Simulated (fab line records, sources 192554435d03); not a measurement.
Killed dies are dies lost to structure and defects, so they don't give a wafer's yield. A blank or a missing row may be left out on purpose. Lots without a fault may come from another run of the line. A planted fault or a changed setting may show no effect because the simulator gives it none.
Split-lot experiment | flow n5_finfet | 7 lots, 21 wafers read, on a route of 1938 steps

THE SPLIT
At N5_SD_EPI_N_ETCH_16 (etches SiO2 in CHF3/O2, target depth 5 nm), the setting target_depth_a was moved away from the recipe's 50 angstrom on 5 of the 21 wafers read, by -10.6% to +11.7%. The other wafers ran this setting at the recipe's value.

The reading is taken at the split's own step.

THE READING
etch.depth_nm (the simulator's own value, which no gauge read), in nm, at N5_SD_EPI_N_ETCH_16 (etches SiO2 in CHF3/O2, target depth 5 nm). The file gives no usual value for it. The 16 wafers here that ran the recipe average 5.019 nm, standard deviation 0.068 nm.

wafer  | tool, chamber at the split | target_depth_a as run, angstrom | against the recipe | etch.depth_nm, nm | against lot-mates on the recipe
L080.1 | rie_diel-01, 0             | 50                              | recipe             | 4.964             | -
L080.3 | rie_diel-01, 2             | 50                              | recipe             | 5.048             | -
L080.5 | rie_diel-01, 1             | 55.86                           | +11.7%             | 5.57              | +0.564
L083.4 | rie_diel-06, 2             | 50                              | recipe             | 4.913             | -
L083.5 | rie_diel-06, 3             | 50                              | recipe             | 4.927             | -
L083.6 | rie_diel-06, 0             | 50                              | recipe             | 5.018             | -
L086.4 | rie_diel-05, 3             | 50                              | recipe             | 5.079             | -
L086.5 | rie_diel-05, 2             | 47.72                           | -4.6%              | 4.935             | -0.156
L086.6 | rie_diel-05, 3             | 50                              | recipe             | 5.102             | -
L090.2 | rie_diel-01, 3             | 50                              | recipe             | 4.99              | -
L090.3 | rie_diel-01, 1             | 50                              | recipe             | 4.964             | -
L090.4 | rie_diel-01, 0             | 44.7                            | -10.6%             | 4.453             | -0.524
L093.1 | rie_diel-05, 3             | 50                              | recipe             | 5.12              | -
L093.2 | rie_diel-05, 1             | 50                              | recipe             | 5.092             | -
L093.5 | rie_diel-05, 2             | 50                              | recipe             | 5.132             | -
L096.1 | rie_diel-06, 0             | 55.41                           | +10.8%             | 5.491             | +0.538
L096.2 | rie_diel-06, 3             | 50                              | recipe             | 4.953             | -
L096.3 | rie_diel-06, 1             | 55.41                           | +10.8%             | 5.464             | +0.511
L097.3 | rie_diel-01, 0             | 50                              | recipe             | 4.955             | -
L097.4 | rie_diel-01, 2             | 50                              | recipe             | 5.02              | -
L097.5 | rie_diel-01, 3             | 50                              | recipe             | 5.024             | -

THE FIT
A straight line over all 21 wafers: etch.depth_nm changes by +0.0451 nm for each +1% of target_depth_a; r = +0.95; the points scatter about the line by 0.072 nm.
The same after taking each lot's own level away (the mean of its wafers on the recipe; 21 wafers): +0.0479 nm for each +1%; r = +0.99; scatter 0.032 nm.
On that fit, the largest move of target_depth_a shifts the reading by 0.56 nm.
The lots' own levels span 4.9527 to 5.1147 nm, that is 2.4 times the standard deviation above.
So the lot-to-lot level changes the slope little: the two slopes agree.
Check: with one of the wafers moved furthest among these (+11.7%) left out of the fit, the line predicts +0.564 nm for it against its lot-mates. It came out at +0.564 nm against them.

OTHER SPLITS ON THESE WAFERS
These wafers also went through other splits before the reading. Each is held against what the fit with the lots' levels taken away leaves over:
other split on the same wafers             | wafers away from the commonest value | r with etch.depth_nm (lot level and that fit taken away)
N5_WELL_APT_PEB_23 peb_temp_c              | 6                                    | +0.13
N5_WELL_APT_DESCUM_30 time_s               | 7                                    | +0.14
N5_FIN_SAQP_ALD_61 temp_c                  | 11                                   | +0.24
N5_FIN_SAQP_PECVD_06 time_s                | 8                                    | -0.10
N5_FIN_SAQP_MANDREL_ETCH_22 over_etch_frac | 11                                   | -0.04
N5_FIN_CUT_CUT_ETCH_26 time_s              | 10                                   | -0.08
N5_SD_EPI_N_ETCH_45 target_depth_a         | 5                                    | +0.09

THE FILE'S OWN FIT
etch.depth_nm changes by +0.0479 nm for each +1% of target_depth_a, r = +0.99.
